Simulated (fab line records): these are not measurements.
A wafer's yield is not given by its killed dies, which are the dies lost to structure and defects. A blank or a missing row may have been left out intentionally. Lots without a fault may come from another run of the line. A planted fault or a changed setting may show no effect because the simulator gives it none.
The tool behind it: which one? + flow nandHarc + 33 wafers from 11 lots sampled at 6 of the route's 1302 steps

## WHAT THE GAUGES READ, wafer by wafer
NHARC_END_SORT_01. Usual: defectLimitedYield 91.6 %, standard deviation 2.6; killedAtArray 51, standard deviation 17; killedAtOther 1.6, standard deviation 2.1; killedAtPeriphery 4, standard deviation 3.2; killedDies 57, standard deviation 18; killedOpen 2.9, standard deviation 1.7; killedShort 2.3, standard deviation 1.3; sort_bin_2_pct 3.0 %, standard deviation 1.2; sort_bin_3_pct 0.7 %, standard deviation 0.43; sort_bin_4_pct 4.7 %, standard deviation 1.4; sortNPass 620, standard deviation 18; sortRimYieldPct 87 %, standard deviation 4.8; sortYieldPct 91.6 %, standard deviation 2.6.
| lot  | measured     | on        | defectLimitedYield (%) | killedAtArray | killedAtOther | killedAtPeriphery | killedDies | killedOpen | killedShort | sort_bin_2_pct (%) | sort_bin_3_pct (%) | sort_bin_4_pct (%) | sortNPass   | sortRimYieldPct (%) | sortYieldPct (%) | flag |
|------|--------------|-----------|------------------------|---------------|---------------|-------------------|------------|------------|-------------|--------------------|--------------------|--------------------|-------------|---------------------|------------------|------|
| L477 | day 27 03:11 | prober-02 | 93.8 95.6 94.8         | 36 28 31      | 1 2 2         | 5 0 2             | 42 30 35   | 7 1 3      | 4 5 4       | 1.2 1.3 1.2        | 0.1 0.3 0.7        | 4.9 2.8 3.2        | 635 647 642 | 94 90 93            | 93.8 95.6 94.8   |      |
| L485 | day 30 12:23 | prober-01 | 96.0 97.3 95.4         | 21 14 21      | 1 0 2         | 5 4 8             | 27 18 31   | 2 2 2      | 5 2 3       | 1.2 1.0 0.7        | 0.4 0.1 0.1        | 2.4 1.5 3.7        | 650 659 646 | 97 96 93            | 96.0 97.3 95.4   |      |

## EACH LOT AND THE TOOL THAT RAN IT (in order: tool; ch and the chambers of the sampled wafers; start)
| lot  | NHARC_P_M0_CMP_23             | NHARC_P_M1_ETCH_35                | NHARC_P_M1_DEGAS_29         | NHARC_P_M1_ECD_22             | NHARC_P_M1_CMP_23             |
|------|-------------------------------|-----------------------------------|-----------------------------|-------------------------------|-------------------------------|
| L471 | cmp-01 ch 0,1,2, day 6 00:38  | rieDiel-11 ch 0,1, day 6 08:31    | pvdSputter-02, day 6 09:28  | ecdCu-02 ch 0,1, day 6 09:49  | cmp-04 ch 1,2,3, day 6 10:35  |
| L472 | cmp-01 ch 1,2,3, day 6 07:47  | rieDiel-11 ch 0,1,2, day 6 09:58  | pvdSputter-01, day 6 10:54  | ecdCu-02 ch 0,1, day 6 11:16  | cmp-04 ch 0,2,3, day 6 11:59  |
| L474 | cmp-01 ch 1,2,3, day 7 08:39  | rieDiel-11 ch 0,1,2, day 7 10:54  | pvdSputter-02, day 7 11:51  | ecdCu-02 ch 0,1, day 7 12:12  | cmp-02 ch 0,2,3, day 7 12:59  |
| L473 | cmp-03 ch 0,2, day 7 09:33    | rieDiel-11 ch 2,3, day 7 11:40    | pvdSputter-02, day 7 12:41  | ecdCu-01 ch 0,1, day 7 13:02  | cmp-01 ch 1,2,3, day 7 13:46  |
| L477 | cmp-02 ch 0,1, day 8 12:31    | rieDiel-11 ch 2,3, day 8 14:40    | pvdSputter-01, day 8 15:36  | ecdCu-01 ch 0,1, day 8 15:58  | cmp-02 ch 0,2,3, day 8 16:43  |
| L482 | cmp-01 ch 0,3, day 10 15:45   | rieDiel-01 ch 0,1,3, day 10 18:17 | pvdSputter-03, day 10 19:13 | ecdCu-01 ch 0,1, day 10 19:40 | cmp-04 ch 0,3, day 10 20:18   |
| L483 | cmp-01 ch 0,2, day 11 03:44   | rieDiel-03 ch 1,3, day 11 05:52   | pvdSputter-03, day 11 06:47 | ecdCu-01 ch 0, day 11 07:14   | cmp-02 ch 0,1, day 11 07:55   |
| L484 | cmp-02 ch 1,2, day 11 14:07   | rieDiel-03 ch 0,2,3, day 11 16:22 | pvdSputter-02, day 11 17:25 | ecdCu-01 ch 0,1, day 11 17:49 | cmp-01 ch 0,1, day 11 18:31   |
| L485 | cmp-03 ch 0,3, day 12 04:23   | rieDiel-11 ch 0,1,3, day 12 06:31 | pvdSputter-03, day 12 07:26 | ecdCu-01 ch 0,1, day 12 07:56 | cmp-02 ch 2,3, day 12 08:31   |
| L487 | cmp-03 ch 1,2,3, day 13 05:08 | rieDiel-11 ch 1,2, day 13 07:15   | pvdSputter-02, day 13 08:16 | ecdCu-02 ch 0,1, day 13 08:38 | cmp-02 ch 1,2,3, day 13 09:25 |
| L488 | cmp-03 ch 0,3, day 13 07:09   | rieDiel-01 ch 0,2, day 13 09:20   | pvdSputter-03, day 13 10:27 | ecdCu-01 ch 0,1, day 13 10:53 | cmp-04 ch 0,3, day 13 11:38   |
- NHARC_P_M0_CMP_23: polishes, t overpolish 20 s, target thk 117.54 nm.
- NHARC_P_M1_ETCH_35: etches the open film in N2/H2, target depth 40 nm, overetch 12 nm, time 43.94 s.
- NHARC_P_M1_DEGAS_29: time 60 s.
- NHARC_P_M1_ECD_22: material Cu, target thk 400 nm.
- NHARC_P_M1_CMP_23: polishes, t overpolish 20 s, target thk 157.82 nm.

## AS READ BY THE TOOLS THEMSELVES (means over the sampled wafers that have a number; for cases with no such wafer, the mark the record gives instead)
NHARC_P_M0_CMP_23. Usual: motorCurrentA 12.5 A, standard deviation 1.4; slurryFilterDpKPa 13.51 kPa, standard deviation 0.13; timeToEndpointS 28.3 s, standard deviation 1.8.
| lot  | tool   | motorCurrentA (A) | slurryFilterDpKPa (kPa) | timeToEndpointS (s) | flag |
|------|--------|-------------------|-------------------------|---------------------|------|
| L471 | cmp-01 | 12.8              | 13.63                   | 26.9                |      |
| L472 | cmp-01 | 12.8              | 13.52                   | 28.8                |      |
| L474 | cmp-01 | 12.8              | 13.56                   | 29.0                |      |
| L473 | cmp-03 | 11.8              | 13.63                   | 27.6                |      |
| L477 | cmp-02 | 11.5              | 13.47                   | 29.7                |      |
| L482 | cmp-01 | 12.7              | 13.52                   | 29.6                |      |
| L483 | cmp-01 | 12.7              | 13.48                   | 28.1                |      |
| L484 | cmp-02 | 12.3              | 13.50                   | 25.7                |      |
| L485 | cmp-03 | 13.8              | 13.50                   | 28.2                |      |
| L487 | cmp-03 | 12.9              | 13.46                   | 26.5                |      |
| L488 | cmp-03 | 13.1              | 13.44                   | 28.0                |      |

NHARC_P_M1_ETCH_35. Usual: drypumpMotorCurrentA 5.8 A, standard deviation 0.36; oesProductAu 0.998 a.u., standard deviation 0.0091; rfVppV 431.4 V, standard deviation 2.6; showerheadPlenumPTorr 2.07 Torr, standard deviation 0.089; throttleValvePct 14.171 %, standard deviation 0.0086.
| lot  | tool       | drypumpMotorCurrentA (A) | oesProductAu (a.u.) | rfVppV (V) | showerheadPlenumPTorr (Torr) | throttleValvePct (%) | flag |
|------|------------|--------------------------|---------------------|------------|------------------------------|----------------------|------|
| L471 | rieDiel-11 | 5.8                      | 0.999               | 431.2      | 2.05                         | 14.170               |      |
| L472 | rieDiel-11 | 6.0                      | 0.993               | 431.0      | 2.06                         | 14.174               |      |
| L474 | rieDiel-11 | 5.9                      | 0.996               | 431.1      | 2.06                         | 14.169               |      |
| L473 | rieDiel-11 | 5.9                      | 1.006               | 434.0      | 2.14                         | 14.175               |      |
| L477 | rieDiel-11 | 5.8                      | 0.991               | 433.2      | 2.14                         | 14.172               |      |
| L482 | rieDiel-01 | 5.8                      | 1.007               | 431.3      | 2.07                         | 14.173               |      |
| L483 | rieDiel-03 | 5.8                      | 0.997               | 430.0      | 1.98                         | 14.174               |      |
| L484 | rieDiel-03 | 5.7                      | 1.001               | 430.5      | 2.04                         | 14.169               |      |
| L485 | rieDiel-11 | 5.7                      | 0.989               | 430.2      | 2.03                         | 14.171               |      |
| L487 | rieDiel-11 | 6.0                      | 0.994               | 434.0      | 2.15                         | 14.179               |      |
| L488 | rieDiel-01 | 5.6                      | 1.017               | 430.4      | 2.03                         | 14.163               |      |

NHARC_P_M1_DEGAS_29. Usual: heaterPowerW reads 344 W (standard deviation 29).
| lot  | tool          | heaterPowerW (W) | flag |
|------|---------------|------------------|------|
| L471 | pvdSputter-02 | 356              |      |
| L472 | pvdSputter-01 | 291              |      |
| L474 | pvdSputter-02 | 337              |      |
| L473 | pvdSputter-02 | 356              |      |
| L477 | pvdSputter-01 | 295              |      |
| L482 | pvdSputter-03 | 368              |      |
| L483 | pvdSputter-03 | 359              |      |
| L484 | pvdSputter-02 | 358              |      |
| L485 | pvdSputter-03 | 350              |      |
| L487 | pvdSputter-02 | 353              |      |
| L488 | pvdSputter-03 | 368              |      |

NHARC_P_M1_CMP_23. Usual: motorCurrentA 12.3 A, standard deviation 1.2; slurryFilterDpKPa 13.52 kPa, standard deviation 0.14; timeToEndpointS 28.1 s, standard deviation 2.1.
| lot  | tool   | motorCurrentA (A) | slurryFilterDpKPa (kPa) | timeToEndpointS (s) | flag |
|------|--------|-------------------|-------------------------|---------------------|------|
| L471 | cmp-04 | 12.4              | 13.43                   | 30.8                |      |
| L472 | cmp-04 | 12.6              | 13.59                   | 29.7                |      |
| L474 | cmp-02 | 11.3              | 13.49                   | 30.4                |      |
| L473 | cmp-01 | 12.7              | 13.47                   | 30.6                |      |
| L477 | cmp-02 | 11.5              | 13.57                   | 29.0                |      |
| L482 | cmp-04 | 12.7              | 13.61                   | 29.2                |      |
| L483 | cmp-02 | 11.6              | 13.51                   | 27.2                |      |
| L484 | cmp-01 | 13.2              | 13.61                   | 26.4                |      |
| L485 | cmp-02 | 12.3              | 13.44                   | 17.6                | OFF  |
| L487 | cmp-02 | 12.8              | 13.52                   | 27.6                |      |
| L488 | cmp-04 | 12.9              | 13.48                   | 20.1                | OFF  |

## THE ANSWER, worked out from the rows above alone
Rule: a lot is off if the mean of its wafers that have a number lies more than 3 standard deviations from the usual mean. Also off: a lot with no number at a reading for which 4 or more lots have one. The other lots that the step has rows for count as sound. After the gauges, taken in route order, come the tools' own readings; for these a lot's mean is taken, as printed above. At the first step where some lot is off, the reading lying furthest off is the one used; lots without a number count as furthest.
Off: L485, L488 (NHARC_P_M1_CMP_23, timeToEndpointS).
If a tool, at that step or one of the process steps before it, ran each lot that is off and ran no sound lot following the first of them, it fits. Can't be told from this: 2 tools fit, pvdSputter-03 at NHARC_P_M1_DEGAS_29, ecdCu-01 at NHARC_P_M1_ECD_22.

## WHAT HAD BEEN PUT IN BY THE SIMULATOR
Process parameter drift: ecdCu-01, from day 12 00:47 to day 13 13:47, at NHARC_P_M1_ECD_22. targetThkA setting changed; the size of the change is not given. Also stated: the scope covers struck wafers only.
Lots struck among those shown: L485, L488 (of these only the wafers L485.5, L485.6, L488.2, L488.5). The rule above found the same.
